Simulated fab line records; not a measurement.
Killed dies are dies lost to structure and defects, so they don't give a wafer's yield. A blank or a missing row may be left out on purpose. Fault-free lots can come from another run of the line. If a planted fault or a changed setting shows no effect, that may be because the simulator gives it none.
fab line records ; flow nandHarc
record lots=24; wafers=72; lastDay=34
route steps=1302 shown P_CONTACT@244 P_M0@263
lots that met no fault: from a run of the same line without faults
startH: start of the lot's first displayed wafer, in hours after the record's first day ; waitH: hours since the lot's step before ; " same as the row above ; L1.1+2: a row that stands for several wafers ; - no value, or no start was given ; * or withheld: withheld ; < > ~ a bound
route shown NAME@n: a module of which the file shows steps, and the number in the route of the first ; usual: mean/standard deviation taken from wafers without a fault ; same: alike in all rows ; chamber/n: place in a boat ; sites: the reading at each site ; _std_site: standard deviation across them ; _edge_site: the outer-site mean with the inner-site mean subtracted ; radiusMm: how far each site lies from the wafer's centre ; mask NAME#n: copy n ; behind: tool/chamber where the wafer was last shaped ; hold: the reason the lot was held/the length of the hold in hours/how it ended ; device: the n, p or np transistor that did not switch ; end of line: tests run on the same wafers once the route is complete ; step lacking rows: just its recipe ; killed: count of dies lost to structure and defects at first sort (not the wafer's yield) ; map: the dies of a wafer, with x for killed, . for not killed, _ for no die there
set.NAME: the setting the step ran with; set.NAME@STEP: the setting that earlier step ran with ; model.NAME: the simulator's own value behind a step, which no gauge read
a sample of lots followed through the steps of the route, with each step as a table and each wafer as a row
services: the hour from which a tool's chamber was out of use, counted from the record's first day as startH (under 0 if before that day), plus the number of hours and why
## steps
# step NHARC_P_CONTACT_DEGAS_38
# recipe tempC=300; timeS=60
# usual heaterPowerW=452/30
lot.wafer;tool;chamber;startH;waitH;heaterPowerW
L074.3;pvdSputter-01;-;118.40;-;456
L074.2;pvdSputter-01;-;118.40;-;452
L074.5;pvdSputter-01;-;118.40;-;455
L075.1;pvdSputter-01;-;134.33;-;505
L075.2;pvdSputter-01;-;134.33;-;439
L075.4;pvdSputter-01;-;134.33;-;456
L076.4;pvdSputter-03;-;141.52;-;470
L076.6;pvdSputter-03;-;141.52;-;471
L076.5;pvdSputter-03;-;141.52;-;400
L077.1;pvdSputter-02;-;147.89;-;443
L077.2;pvdSputter-02;-;147.89;-;466
L077.5;pvdSputter-02;-;147.89;-;463
L078.1;pvdSputter-01;-;157.10;-;447
L078.3;pvdSputter-01;-;157.10;-;461
L078.5;pvdSputter-01;-;157.10;-;442
L079.3;pvdSputter-01;-;163.45;-;457
L079.1;pvdSputter-01;-;163.45;-;454
L079.5;pvdSputter-01;-;163.45;-;460
L080.2;pvdSputter-01;-;178.99;-;436
L080.5;pvdSputter-01;-;178.99;-;453
L080.6;pvdSputter-01;-;178.99;-;459
L081.4;pvdSputter-01;-;187.79;-;451
L081.1;pvdSputter-01;-;187.79;-;449
L081.6;pvdSputter-01;-;187.79;-;459
L082.1;pvdSputter-02;-;203.77;-;478
L082.2;pvdSputter-02;-;203.77;-;402
L082.5;pvdSputter-02;-;203.77;-;476
L083.3;pvdSputter-03;-;218.73;-;404
L083.4;pvdSputter-03;-;218.73;-;446
L083.6;pvdSputter-03;-;218.73;-;405
L084.4;pvdSputter-01;-;219.93;-;516
L084.2;pvdSputter-01;-;219.93;-;451
L084.6;pvdSputter-01;-;219.93;-;490
L085.4;pvdSputter-01;-;229.23;-;462
L085.3;pvdSputter-01;-;229.23;-;453
L085.6;pvdSputter-01;-;229.23;-;455
L086.3;pvdSputter-02;-;235.84;-;452
L086.1;pvdSputter-02;-;235.84;-;483
L086.5;pvdSputter-02;-;235.84;-;449
L087.2;pvdSputter-01;-;245.59;-;454
L087.1;pvdSputter-01;-;245.59;-;495
L087.5;pvdSputter-01;-;245.59;-;441
L089.4;pvdSputter-02;-;264.70;-;448
L089.1;pvdSputter-02;-;264.70;-;448
L089.3;pvdSputter-02;-;264.70;-;485
L088.4;pvdSputter-01;-;265.07;-;452
L088.2;pvdSputter-01;-;265.07;-;453
L088.6;pvdSputter-01;-;265.07;-;484
L090.3;pvdSputter-01;-;282.54;-;446
L090.1;pvdSputter-01;-;282.54;-;462
L090.6;pvdSputter-01;-;282.54;-;444
L091.2;pvdSputter-01;-;283.15;-;450
L091.3;pvdSputter-01;-;283.15;-;457
L091.4;pvdSputter-01;-;283.15;-;493
L092.4;pvdSputter-01;-;296.21;-;497
L092.3;pvdSputter-01;-;296.21;-;454
L092.6;pvdSputter-01;-;296.21;-;468
L093.1;pvdSputter-03;-;308.41;-;439
L093.3;pvdSputter-03;-;308.41;-;404
L093.5;pvdSputter-03;-;308.41;-;446
L095.2;pvdSputter-01;-;326.19;-;494
L095.3;pvdSputter-01;-;326.19;-;433
L095.1;pvdSputter-01;-;326.19;-;437
L094.2;pvdSputter-02;-;331.64;-;366
L094.6;pvdSputter-02;-;331.64;-;455
L094.5;pvdSputter-02;-;331.64;-;459
L096.2;pvdSputter-02;-;343.52;-;472
L096.6;pvdSputter-02;-;343.52;-;451
L096.5;pvdSputter-02;-;343.52;-;452
L097.2;pvdSputter-03;-;343.94;-;413
L097.3;pvdSputter-03;-;343.94;-;435
L097.6;pvdSputter-03;-;343.94;-;403
# step NHARC_P_CONTACT_ALD_22
# recipe targetThkA=30; pulseTimeS=1; aldCycles=150; tempC=450; material=TiN
# usual heaterPowerW=1138/110; precursorPulseHeightRel=0.999/0.02
lot.wafer;tool;chamber;startH;waitH;heaterPowerW;precursorPulseHeightRel
L074.3;aldMetal-03;1;118.67;-;1114;1.002
L074.2;aldMetal-03;2;118.67;-;1069;0.981
L074.5;aldMetal-03;0;118.67;-;1165;0.989
L075.1;aldMetal-01;0;134.59;-;1120;1.005
L075.2;aldMetal-01;2;134.59;-;1109;1.016
L075.4;aldMetal-01;2;134.59;-;1113;1.012
L076.4;aldMetal-04;2;141.85;-;1177;0.993
L076.5;aldMetal-04;3;141.85;-;1228;1.012
L076.6;aldMetal-04;0;141.85;-;1092;1.024
L077.2;aldMetal-01;2;148.16;-;1098;1.009
L077.1;aldMetal-01;3;148.16;-;1019;0.998
L077.5;aldMetal-01;3;148.16;-;1035;0.961
L078.3;aldMetal-04;1;157.34;-;1378;0.999
L078.1;aldMetal-04;0;157.34;-;1081;0.987
L078.5;aldMetal-04;1;157.34;-;1387;0.998
L079.3;aldMetal-01;1;163.69;-;997;0.980
L079.1;aldMetal-01;2;163.69;-;1114;0.997
L079.5;aldMetal-01;1;163.69;-;1050;1.003
L080.2;aldMetal-03;0;179.30;-;1173;1.031
L080.6;aldMetal-03;1;179.30;-;1106;0.969
L080.5;aldMetal-03;2;179.30;-;1047;0.975
L081.1;aldMetal-03;1;188.07;-;1111;1.021
L081.4;aldMetal-03;2;188.07;-;1094;1.004
L081.6;aldMetal-03;0;188.07;-;1154;1.008
L082.2;aldMetal-03;3;204.01;-;1342;1.032
L082.1;aldMetal-03;1;204.01;-;1102;0.983
L082.5;aldMetal-03;0;204.01;-;1151;1.012
L083.4;aldMetal-01;1;218.97;-;998;0.957
L083.3;aldMetal-01;2;218.97;-;1088;1.029
L083.6;aldMetal-01;2;218.97;-;1119;0.989
L084.2;aldMetal-04;0;220.21;-;1092;1.003
L084.4;aldMetal-04;1;220.21;-;1334;0.962
L084.6;aldMetal-04;3;220.21;-;1266;1.007
L085.3;aldMetal-01;1;229.47;-;1008;1.038
L085.4;aldMetal-01;1;229.47;-;997;1.029
L085.6;aldMetal-01;2;229.47;-;1080;1.008
L086.1;aldMetal-01;0;236.11;-;1064;0.962
L086.3;aldMetal-01;2;236.11;-;1111;0.997
L086.5;aldMetal-01;0;236.11;-;1087;0.991
L087.2;aldMetal-03;2;245.84;-;1112;1.018
L087.1;aldMetal-03;3;245.84;-;1291;0.996
L087.5;aldMetal-03;1;245.84;-;1010;0.977
L089.4;aldMetal-04;2;264.96;-;1184;1.011
L089.1;aldMetal-04;3;264.96;-;1270;0.997
L089.3;aldMetal-04;0;264.96;-;1088;0.992
L088.4;aldMetal-01;2;265.32;-;1090;1.008
L088.2;aldMetal-01;0;265.32;-;1081;1.002
L088.6;aldMetal-01;1;265.32;-;996;1.023
L090.1;aldMetal-01;0;282.79;-;1107;1.013
L090.3;aldMetal-01;2;282.79;-;1121;1.027
L090.6;aldMetal-01;0;282.79;-;1093;1.004
L091.2;aldMetal-04;0;283.40;-;1076;0.967
L091.3;aldMetal-04;2;283.40;-;1194;0.995
L091.4;aldMetal-04;3;283.40;-;1234;1.025
L092.3;aldMetal-01;0;296.44;-;1075;1.042
L092.4;aldMetal-01;1;296.44;-;1019;1.013
L092.6;aldMetal-01;1;296.44;-;1003;0.994
L093.3;aldMetal-04;3;308.68;-;1292;0.989
L093.1;aldMetal-04;0;308.68;-;1085;1.012
L093.5;aldMetal-04;2;308.68;-;1177;1.040
L095.1;aldMetal-03;2;326.45;-;1119;1.008
L095.3;aldMetal-03;3;326.45;-;1338;0.996
L095.2;aldMetal-03;0;326.45;-;1161;0.962
L094.2;aldMetal-01;0;331.86;-;1100;0.981
L094.5;aldMetal-01;0;331.86;-;1067;1.001
L094.6;aldMetal-01;1;331.86;-;1001;0.965
L096.2;aldMetal-01;2;343.79;-;1126;1.000
L096.5;aldMetal-01;0;343.79;-;1103;1.009
L096.6;aldMetal-01;2;343.79;-;1124;1.000
L097.2;aldMetal-04;2;344.18;-;1208;1.005
L097.3;aldMetal-04;0;344.18;-;1066;0.987
L097.6;aldMetal-04;3;344.18;-;1259;0.992
# step NHARC_P_CONTACT_CMP_24
# recipe tOverpolishS=30; targetThkNm=200
# usual motorCurrentA=11.1/0.96; overpolishRunS=30.000/0.009; timeToEndpointS=40.1/2.7
lot.wafer;tool;chamber;startH;waitH;motorCurrentA;overpolishRunS;timeToEndpointS
L074.3;cmp-02;3;119.48;0.4;10.3;29.996;41.6
L074.2;cmp-02;0;119.48;0.4;13.2;29.995;39.0
L074.5;cmp-02;0;119.48;0.4;12.9;29.997;39.0
L075.1;cmp-04;0;135.46;0.6;12.0;29.994;36.1
L075.2;cmp-04;1;135.46;0.6;11.0;29.987;35.0
L075.4;cmp-04;2;135.46;0.6;11.2;30.013;36.3
L076.4;cmp-02;3;142.67;0.4;9.9;29.999;42.9
L076.5;cmp-02;2;142.67;0.4;11.3;29.997;41.8
L076.6;cmp-02;3;142.67;0.4;9.7;29.992;42.2
L077.1;cmp-04;0;149.08;0.6;12.0;30.001;35.1
L077.2;cmp-04;1;149.08;0.6;11.4;29.995;37.8
L077.5;cmp-04;2;149.08;0.6;10.1;30.000;36.4
L078.1;cmp-04;2;158.19;0.6;11.2;29.998;39.3
L078.3;cmp-04;1;158.19;0.6;11.2;29.996;39.5
L078.5;cmp-04;3;158.19;0.6;10.1;29.995;39.8
L079.3;cmp-04;2;164.56;0.3;10.5;30.001;37.4
L079.1;cmp-04;3;164.56;0.3;10.4;30.007;42.1
L079.5;cmp-04;1;164.56;0.3;10.9;30.001;39.0
L080.2;cmp-04;0;180.14;0.5;12.0;29.980;40.1
L080.5;cmp-04;2;180.14;0.5;10.7;30.011;41.9
L080.6;cmp-04;3;180.14;0.5;10.4;29.994;39.6
L081.4;cmp-02;0;188.93;0.4;13.0;29.990;39.1
L081.1;cmp-02;1;188.93;0.4;9.6;29.994;39.1
L081.6;cmp-02;3;188.93;0.4;10.1;29.999;38.3
L082.2;cmp-03;3;205.41;0.6;11.6;29.999;42.8
L082.1;cmp-03;1;205.41;0.6;12.0;30.005;42.2
L082.5;cmp-03;2;205.41;0.6;10.5;30.003;42.5
L083.4;cmp-04;0;219.86;0.4;11.4;29.997;36.9
L083.3;cmp-04;1;219.86;0.4;10.9;30.011;39.9
L083.6;cmp-04;3;219.86;0.4;10.5;30.004;38.6
L084.4;cmp-04;1;221.04;0.4;11.5;29.994;40.7
L084.2;cmp-04;3;221.04;0.4;10.4;30.022;40.3
L084.6;cmp-04;0;221.04;0.4;11.8;30.022;36.5
L085.3;cmp-03;0;230.97;0.7;11.7;29.994;44.5
L085.4;cmp-03;1;230.97;0.7;11.2;29.991;39.9
L085.6;cmp-03;3;230.97;0.7;11.7;29.989;41.1
L086.1;cmp-02;3;237.55;0.5;9.4;29.991;46.2
L086.3;cmp-02;2;237.55;0.5;11.4;30.003;44.0
L086.5;cmp-02;0;237.55;0.5;13.7;30.018;42.2
L087.2;cmp-03;0;246.68;0.6;11.2;30.008;42.1
L087.1;cmp-03;3;246.68;0.6;11.9;29.990;41.0
L087.5;cmp-03;1;246.68;0.6;12.1;30.004;42.1
L089.3;cmp-04;2;265.79;0.4;11.3;30.005;36.8
L089.4;cmp-04;0;265.79;0.4;11.5;29.996;39.0
L089.1;cmp-04;1;265.79;0.4;10.9;29.995;37.4
L088.4;cmp-03;2;266.19;0.4;10.4;30.011;38.3
L088.2;cmp-03;3;266.19;0.4;11.9;30.001;41.2
L088.6;cmp-03;2;266.19;0.4;10.0;30.021;40.6
L090.3;cmp-03;1;283.64;0.4;12.4;30.019;38.6
L090.1;cmp-03;0;283.64;0.4;11.7;30.022;39.3
L090.6;cmp-03;1;283.64;0.4;12.0;30.003;35.8
L091.3;cmp-02;0;284.24;0.4;13.4;29.992;36.2
L091.4;cmp-02;1;284.24;0.4;9.9;29.989;39.7
L091.2;cmp-02;3;284.24;0.4;9.5;30.001;39.9
L092.4;cmp-02;3;297.30;0.4;10.2;29.990;43.5
L092.3;cmp-02;1;297.30;0.4;9.9;30.011;41.6
L092.6;cmp-02;3;297.30;0.4;9.6;29.994;43.9
L093.3;cmp-04;1;309.51;0.4;10.7;29.992;39.8
L093.1;cmp-04;2;309.51;0.4;11.2;29.989;37.0
L093.5;cmp-04;1;309.51;0.4;11.5;30.002;37.7
L095.2;cmp-04;1;327.28;0.5;10.9;30.015;43.4
L095.3;cmp-04;3;327.28;0.5;10.3;29.992;44.6
L095.1;cmp-04;0;327.28;0.5;12.1;30.024;40.8
L094.2;cmp-04;2;332.75;0.6;10.8;30.002;38.8
L094.6;cmp-04;2;332.75;0.6;10.3;30.018;41.3
L094.5;cmp-04;3;332.75;0.6;10.6;30.000;45.9
L096.2;cmp-03;2;344.62;0.6;10.6;29.986;40.8
L096.6;cmp-03;2;344.62;0.6;10.3;29.987;40.2
L096.5;cmp-03;3;344.62;0.6;11.8;30.018;38.6
L097.2;cmp-04;2;345.04;0.5;10.5;29.989;43.3
L097.3;cmp-04;1;345.04;0.5;10.7;29.991;43.1
L097.6;cmp-04;2;345.04;0.5;11.2;30.013;39.5
# step NHARC_P_M0_CD_MEAS_09
# recipe targetCdNm=90; landingEnergyEv=500
# usual cdNm=90.1/0.54
lot.wafer;tool;chamber;startH;waitH;cdNm
L074.2;cdSem-02;0;120.78;-;90.9
L074.3;cdSem-02;0;120.78;-;89.9
L074.5;cdSem-02;0;120.78;-;89.5
L075.1;cdSem-02;0;136.76;-;90.5
L075.2;cdSem-02;0;136.76;-;91.2
L075.4;cdSem-02;0;136.76;-;90.3
L076.4;cdSem-01;0;143.96;-;89.2
L076.5;cdSem-01;0;143.96;-;90.1
L076.6;cdSem-01;0;143.96;-;90.2
L077.1;cdSem-02;0;150.21;-;90.3
L077.2;cdSem-02;0;150.21;-;90.5
L077.5;cdSem-02;0;150.21;-;90.1
L078.1;cdSem-01;0;159.50;-;90.1
L078.3;cdSem-01;0;159.50;-;89.8
L078.5;cdSem-01;0;159.50;-;89.6
L079.1;cdSem-02;0;165.98;-;90.1
L079.3;cdSem-02;0;165.98;-;90.2
L079.5;cdSem-02;0;165.98;-;90.3
L080.2;cdSem-02;0;181.43;-;89.9
L080.5;cdSem-02;0;181.43;-;90.3
L080.6;cdSem-02;0;181.43;-;89.6
L081.1;cdSem-01;0;190.06;-;89.4
L081.4;cdSem-01;0;190.06;-;89.9
L081.6;cdSem-01;0;190.06;-;89.5
L082.1;cdSem-02;0;206.69;-;90.5
L082.2;cdSem-02;0;206.69;-;90.6
L082.5;cdSem-02;0;206.69;-;89.9
L083.3;cdSem-02;0;221.15;-;90.2
L083.4;cdSem-02;0;221.15;-;90.4
L083.6;cdSem-02;0;221.15;-;90.2
L084.2;cdSem-01;0;222.31;-;89.0
L084.4;cdSem-01;0;222.31;-;89.1
L084.6;cdSem-01;0;222.31;-;89.5
L085.3;cdSem-03;0;232.22;-;90.0
L085.4;cdSem-03;0;232.22;-;90.8
L085.6;cdSem-03;0;232.22;-;90.3
L086.1;cdSem-01;0;238.85;-;89.8
L086.3;cdSem-01;0;238.85;-;90.1
L086.5;cdSem-01;0;238.85;-;89.1
L087.1;cdSem-03;0;247.86;-;90.4
L087.2;cdSem-03;0;247.86;-;90.1
L087.5;cdSem-03;0;247.86;-;90.9
L089.1;cdSem-03;0;267.09;-;89.8
L089.3;cdSem-03;0;267.09;-;90.4
L089.4;cdSem-03;0;267.09;-;89.5
L088.2;cdSem-02;0;267.47;-;90.2
L088.4;cdSem-02;0;267.47;-;89.2
L088.6;cdSem-02;0;267.47;-;89.1
L090.1;cdSem-01;0;284.82;-;90.1
L090.3;cdSem-01;0;284.82;-;91.1
L090.6;cdSem-01;0;284.82;-;90.4
L091.2;cdSem-01;0;285.56;-;90.2
L091.3;cdSem-01;0;285.56;-;90.4
L091.4;cdSem-01;0;285.56;-;90.4
L092.3;cdSem-03;0;298.48;-;90.1
L092.4;cdSem-03;0;298.48;-;90.0
L092.6;cdSem-03;0;298.48;-;90.2
L093.1;cdSem-03;0;310.80;-;90.2
L093.3;cdSem-03;0;310.80;-;90.5
L093.5;cdSem-03;0;310.80;-;90.1
L095.1;cdSem-03;0;328.46;-;89.9
L095.2;cdSem-03;0;328.46;-;90.0
L095.3;cdSem-03;0;328.46;-;90.1
L094.2;cdSem-01;0;333.93;-;88.9
L094.5;cdSem-01;0;333.93;-;89.3
L094.6;cdSem-01;0;333.93;-;88.9
L096.2;cdSem-03;0;345.93;-;90.4
L096.5;cdSem-03;0;345.93;-;90.3
L096.6;cdSem-03;0;345.93;-;91.1
L097.2;cdSem-03;0;346.35;-;90.6
L097.3;cdSem-03;0;346.35;-;90.6
L097.6;cdSem-03;0;346.35;-;90.0
# step NHARC_P_M0_ETCH_15
# recipe targetDepthA=1500; overetchA=150; timeS=82.5; c4f8FlowSccm=withheld; arFlowSccm=400; rfW=600; biasW=300; chemistry=C4F8/Ar
# usual oesProductAu=0.956/0.019; rfVppV=441.6/2.3
lot.wafer;tool;chamber;startH;waitH;oesProductAu;rfHoursCounterH;rfVppV
L074.2;rieDiel-04;1;-;-;0.937;39;443.3
L074.3;rieDiel-04;2;-;-;0.931;38;443.2
L074.5;rieDiel-04;0;-;-;0.930;-;444.1
L075.4;rieDiel-03;0;-;-;0.972;3;443.1
L075.1;rieDiel-03;1;-;-;0.967;3;443.1
L075.2;rieDiel-03;2;-;-;0.966;3;441.4
L076.4;rieDiel-04;2;-;-;0.965;43;442.9
L076.6;rieDiel-04;0;-;-;0.979;-;443.8
L076.5;rieDiel-04;1;-;-;0.958;-;443.6
L077.1;rieDiel-03;3;-;-;0.980;5;441.4
L077.2;rieDiel-03;1;-;-;0.958;4;444.5
L077.5;rieDiel-03;3;-;-;0.966;-;444.2
L078.1;rieDiel-11;0;-;-;0.956;22;438.4
L078.3;rieDiel-11;2;-;-;0.947;21;438.0
L078.5;rieDiel-11;0;-;-;0.952;-;438.3
L079.3;rieDiel-03;1;-;-;0.943;8;445.1
L079.1;rieDiel-03;3;-;-;0.936;9;444.0
L079.5;rieDiel-03;1;-;-;0.944;-;444.1
L080.2;rieDiel-11;1;-;-;0.946;29;438.9
L080.6;rieDiel-11;2;-;-;0.953;-;436.2
L080.5;rieDiel-11;3;-;-;0.973;-;443.1
L081.4;rieDiel-11;2;-;-;0.927;32;437.0
L081.1;rieDiel-11;3;-;-;0.918;34;443.8
L081.6;rieDiel-11;0;-;-;0.932;-;437.5
L082.2;rieDiel-03;1;-;-;0.953;14;445.1
L082.1;rieDiel-03;2;-;-;0.988;17;438.5
L082.5;rieDiel-03;1;-;-;0.955;-;443.5
L083.3;rieDiel-11;1;-;-;0.919;40;439.2
L083.4;rieDiel-11;2;-;-;0.919;39;436.4
L083.6;rieDiel-11;3;-;-;0.927;-;443.5
L084.2;rieDiel-04;0;-;-;0.973;8;443.1
L084.4;rieDiel-04;1;-;-;0.952;7;444.7
L084.6;rieDiel-04;0;-;-;0.975;-;443.2
L085.3;rieDiel-03;2;-;-;0.984;22;439.3
L085.4;rieDiel-03;3;-;-;0.974;23;443.1
L085.6;rieDiel-03;1;-;-;0.958;-;443.1
L086.1;rieDiel-04;2;-;-;0.940;15;442.6
L086.3;rieDiel-04;3;-;-;0.940;16;439.7
L086.5;rieDiel-04;1;-;-;0.934;-;444.5
L087.2;rieDiel-03;1;-;-;0.960;21;442.7
L087.1;rieDiel-03;3;-;-;0.984;24;444.4
L087.5;rieDiel-03;1;-;-;0.965;-;443.1
L089.3;rieDiel-03;2;-;-;0.981;26;438.8
L089.1;rieDiel-03;0;-;-;0.946;27;442.7
L089.4;rieDiel-03;1;-;-;0.970;24;442.9
L088.2;rieDiel-04;0;-;-;0.953;28;441.9
L088.4;rieDiel-04;3;-;-;0.960;26;440.5
L088.6;rieDiel-04;0;-;-;0.946;-;444.4
L090.3;rieDiel-11;0;-;-;0.974;4;436.2
L090.1;rieDiel-11;3;-;-;0.980;4;444.3
L090.6;rieDiel-11;1;-;-;0.984;-;440.7
L091.4;rieDiel-04;2;-;-;0.952;29;441.9
L091.2;rieDiel-04;3;-;-;0.942;30;440.5
L091.3;rieDiel-04;1;-;-;0.938;31;444.6
L092.4;rieDiel-03;0;-;-;0.986;1;440.4
L092.3;rieDiel-03;1;-;-;0.990;1;442.4
L092.6;rieDiel-03;2;-;-;0.984;-;439.7
L093.1;rieDiel-04;3;-;-;0.946;34;438.0
L093.3;rieDiel-04;0;-;-;0.932;36;443.3
L093.5;rieDiel-04;3;-;-;0.940;-;441.1
L095.3;rieDiel-04;1;-;-;0.917;43;443.1
L095.2;rieDiel-04;2;-;-;0.919;43;441.2
L095.1;rieDiel-04;3;-;-;0.929;44;440.2
L094.2;rieDiel-11;0;-;-;0.966;19;438.2
L094.5;rieDiel-11;0;-;-;0.964;-;436.2
L094.6;rieDiel-11;1;-;-;0.963;-;439.9
L096.2;rieDiel-03;0;-;-;0.978;10;442.6
L096.6;rieDiel-03;2;-;-;0.973;-;440.1
L096.5;rieDiel-03;3;-;-;0.978;-;443.1
L097.2;rieDiel-03;1;-;-;0.969;10;442.8
L097.3;rieDiel-03;2;-;-;0.985;12;440.6
L097.6;rieDiel-03;0;-;-;0.964;-;440.5
# step NHARC_P_M0_PRE_CLEAN_29
# recipe timeS=30; tempC=280; gas=H2/He
# usual heaterPowerW=391/26
lot.wafer;tool;chamber;startH;waitH;heaterPowerW
L074.2;pvdSputter-03;-;-;-;409
L074.3;pvdSputter-03;-;-;-;344
L074.5;pvdSputter-03;-;-;-;362
L075.1;pvdSputter-02;-;-;-;347
L075.4;pvdSputter-02;-;-;-;415
L075.2;pvdSputter-02;-;-;-;393
L076.4;pvdSputter-02;-;-;-;390
L076.5;pvdSputter-02;-;-;-;389
L076.6;pvdSputter-02;-;-;-;409
L077.1;pvdSputter-03;-;-;-;373
L077.2;pvdSputter-03;-;-;-;362
L077.5;pvdSputter-03;-;-;-;379
L078.3;pvdSputter-02;-;-;-;388
L078.1;pvdSputter-02;-;-;-;349
L078.5;pvdSputter-02;-;-;-;421
L079.1;pvdSputter-02;-;-;-;395
L079.3;pvdSputter-02;-;-;-;350
L079.5;pvdSputter-02;-;-;-;347
L080.2;pvdSputter-03;-;-;-;351
L080.5;pvdSputter-03;-;-;-;395
L080.6;pvdSputter-03;-;-;-;375
L081.4;pvdSputter-01;-;-;-;399
L081.1;pvdSputter-01;-;-;-;406
L081.6;pvdSputter-01;-;-;-;406
L082.2;pvdSputter-02;-;-;-;418
L082.1;pvdSputter-02;-;-;-;351
L082.5;pvdSputter-02;-;-;-;426
L083.3;pvdSputter-03;-;-;-;390
L083.4;pvdSputter-03;-;-;-;379
L083.6;pvdSputter-03;-;-;-;384
L084.2;pvdSputter-02;-;-;-;355
L084.4;pvdSputter-02;-;-;-;399
L084.6;pvdSputter-02;-;-;-;401
L085.4;pvdSputter-01;-;-;-;447
L085.3;pvdSputter-01;-;-;-;401
L085.6;pvdSputter-01;-;-;-;450
L086.1;pvdSputter-02;-;-;-;389
L086.3;pvdSputter-02;-;-;-;338
L086.5;pvdSputter-02;-;-;-;407
L087.1;pvdSputter-02;-;-;-;399
L087.2;pvdSputter-02;-;-;-;350
L087.5;pvdSputter-02;-;-;-;400
L089.3;pvdSputter-01;-;-;-;389
L089.4;pvdSputter-01;-;-;-;400
L089.1;pvdSputter-01;-;-;-;384
L088.4;pvdSputter-02;-;-;-;346
L088.2;pvdSputter-02;-;-;-;428
L088.6;pvdSputter-02;-;-;-;350
L090.1;pvdSputter-01;-;-;-;388
L090.3;pvdSputter-01;-;-;-;391
L090.6;pvdSputter-01;-;-;-;390
L091.3;pvdSputter-01;-;-;-;390
L091.4;pvdSputter-01;-;-;-;388
L091.2;pvdSputter-01;-;-;-;390
L092.4;pvdSputter-03;-;-;-;355
L092.3;pvdSputter-03;-;-;-;394
L092.6;pvdSputter-03;-;-;-;386
L093.3;pvdSputter-03;-;-;-;379
L093.1;pvdSputter-03;-;-;-;381
L093.5;pvdSputter-03;-;-;-;355
L095.1;pvdSputter-01;-;-;-;409
L095.2;pvdSputter-01;-;-;-;443
L095.3;pvdSputter-01;-;-;-;386
L094.2;pvdSputter-03;-;-;-;379
L094.5;pvdSputter-03;-;-;-;357
L094.6;pvdSputter-03;-;-;-;377
L096.2;pvdSputter-01;-;-;-;410
L096.5;pvdSputter-01;-;-;-;413
L096.6;pvdSputter-01;-;-;-;434
L097.3;pvdSputter-03;-;-;-;396
L097.2;pvdSputter-03;-;-;-;384
L097.6;pvdSputter-03;-;-;-;387
## services
tool;chamber;startH;hours;kind
cmp-04;-;99.65;0.5;repair
pvdSputter-02;-;104.00;10.0;pm
rieDiel-03;-;104.30;9.0;pm
aldMetal-01;1;125.31;28.6;repair
cmp-04;-;134.71;0.5;repair
aldMetal-01;-;151.33;0.8;repair
cmp-04;-;159.81;1.0;repair
rieDiel-03;0;161.02;2.9;repair
pvdSputter-01;-;166.76;1.8;repair
cmp-04;-;167.72;4.1;repair
aldMetal-01;-;170.00;10.0;pm
pvdSputter-03;-;171.19;10.0;pm
cmp-04;-;171.87;4.0;pm
rieDiel-03;1;188.65;14.0;repair
pvdSputter-02;-;197.83;1.6;repair
pvdSputter-03;-;202.50;3.1;repair
pvdSputter-03;-;226.13;62.7;repair
aldMetal-01;3;227.79;26.7;repair
pvdSputter-01;-;234.52;10.0;pm
cmp-04;-;255.36;4.2;repair
cmp-04;-;269.87;4.0;pm
pvdSputter-02;-;282.03;10.0;pm
pvdSputter-01;-;316.25;6.1;repair
aldMetal-01;3;340.41;3.6;repair
## key
fault none
